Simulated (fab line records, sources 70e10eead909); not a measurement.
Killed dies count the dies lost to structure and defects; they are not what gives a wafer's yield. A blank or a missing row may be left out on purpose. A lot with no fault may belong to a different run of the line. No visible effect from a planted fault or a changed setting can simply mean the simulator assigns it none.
Struck lot and sound lot, side by side -- flow nandHarc -- 21 steps out of a route of 1159
Sound: these wafers, L796.2, L796.3, L796.4. The struck wafers were L818.3, L818.4, L818.6. The cause is given at the end.
At each step with rows: each side's tool, then ch and its chambers, then its first start. Under that, the readings that differ: sound wafers -- struck wafers -- difference of the means -- sigmas: that difference in standard deviations of wafers without a fault.
alike: readings whose means differ by less than 2 such deviations, and words and numbers that are the same on both sides. not compared: withheld readings, readings that some wafer has no value for, bounds like >300 that may hide the same value, and numbers for which the record gives no deviation and whose values overlap.
Wherever a step has rows on one side only, a row that says differs or no value, or a row with sigmas, the two part there. Numbers that have no deviation but don't overlap get no sigmas and don't part them. A reading missing from all wafers of one side parts the sides only when that side holds two or more wafers.

NHARC_P_CONTACT_CVD_23: deposits W, target thk 200 nm, time 557 s.
  sound: cvdW-01 ch 0,1; struck: cvdW-02 ch 0,1
  alike: heaterPowerW, mfcWf6Sccm, throttleValvePct
NHARC_P_CONTACT_CMP_24: polishes, t overpolish 30 s, target thk 200 nm.
  sound on cmp-02 ch 0,1,2, day 5 19:08; struck on cmp-03 ch 1,3, day 11 00:35
reading,sound,struck,difference,sigmas
motorCurrentA (A),9.5 10.4 10.4,13.1 13.1 13.7,+3.2,+2
  alike: overpolishRunS, timeToEndpointS
after that, 1 step had no rows for these wafers: NHARC_P_CONTACT_SRD_26.
NHARC_P_CONTACT_INSPECT_27:
  sound on defectInspect-02, day 5 19:32; struck on defectInspect-01, day 11 00:58
  alike: rawDefectCount
then, 7 steps without rows for these wafers: NHARC_P_M0_DEP_00 (deposits SiOC, target thk 150 nm); NHARC_P_M0_DEHYDRATE_01 (time 120 s); NHARC_P_M0_HMDS_02 (time 30 s); NHARC_P_M0_COAT_33 (time 65 s); NHARC_P_M0_COAT_03 (resist thk 90 nm); NHARC_P_M0_SOFTBAKE_04 (time 55 s); NHARC_P_M0_EBR_05.
NHARC_P_M0_EXPOSE_06: exposes mask P M0, target cd 90 nm.
  sound on arfiScanner-01 ch 0, day 5 20:19; struck on arfiScanner-03 ch 0, day 11 01:44
reading,sound,struck,difference,sigmas
exposureDoseMJCm2,81.22 81.04 81.14,62.28 62.45 62.18,-18.83,-99 or more
  alike: mask
then, 2 steps without rows for these wafers: NHARC_P_M0_PEB_07 (peb time 65 s); NHARC_P_M0_DEVELOP_08 (develop time 35 s).
NHARC_P_M0_CD_MEAS_09 targets a cd of 90 nm.
  sound on cdSem-02 ch 0, day 5 20:27; struck on cdSem-02 ch 0, day 11 01:52
reading,sound,struck,difference,sigmas
cdNm (nm),89.8 90.2 90.3,74.6 74.3 73.9,-15.8,-24
NHARC_P_M0_OVL_MEAS_10: pitch 180 nm.
  sound on overlay-01, day 5 20:32; struck on overlay-01, day 11 01:57
  alike: overlayXNm, overlayYNm
NHARC_P_M0_INSPECT_11:
  sound on defectInspect-02, day 5 20:34; struck on defectInspect-02, day 11 01:59
  alike: rawDefectCount
NHARC_P_M0_DESCUM_14: chemistry O2, time 3 s.
  sound on rieDiel-11 ch 0,1,2, day 5 20:38; struck on rieDiel-11 ch 0,1,3, day 11 02:02
reading,sound,struck,difference,sigmas
model.P_M0.cdNm (nm),89.5 90.43 90.48,74.19 74.5 73.69,-16.01,
  alike: drypumpMotorCurrentA, oesProductAu, rfVppV, showerheadPlenumPTorr, throttleValvePct
  not compared: rfHoursCounterH
NHARC_P_M0_ETCH_34: etches the open film in N2/H2, target depth 40 nm, overetch 12 nm, time 43.94 s.
  sound on rieDiel-11 ch 1,2,3, day 5 20:43; struck on rieDiel-11 ch 0,3, day 11 02:08
  alike: biasW, drypumpMotorCurrentA, oesProductAu, rfVppV, showerheadPlenumPTorr, throttleValvePct
  not compared: rfHoursCounterH
NHARC_P_M0_ETCH_15: etches the open film in C4F8/Ar, target depth 150 nm, overetch 15 nm, time 82.5 s.
  sound: rieDiel-11 ch 0,1,2; struck: rieDiel-11 ch 1,3
reading,sound,struck,difference,sigmas
model.P_M0.cdNm (nm),89.33 90.51 90.4,74.17 74.11 73.77,-16.06,
  alike: biasW, oesProductAu, rfVppV
  not compared: rfHoursCounterH
NHARC_P_M0_CD_MEAS_16:
  sound on cdSem-02, day 5 20:56; struck on cdSem-02, day 11 02:21
reading,sound,struck,difference,sigmas
cdNm (nm),89.1 90.6 90.4,73.9 74.2 73.8,-16.1,-21

## WHERE THEY PART
Earliest at NHARC_P_CONTACT_CMP_24; latest, in this record, at NHARC_P_M0_CD_MEAS_16.

WHY: what the simulator had put in
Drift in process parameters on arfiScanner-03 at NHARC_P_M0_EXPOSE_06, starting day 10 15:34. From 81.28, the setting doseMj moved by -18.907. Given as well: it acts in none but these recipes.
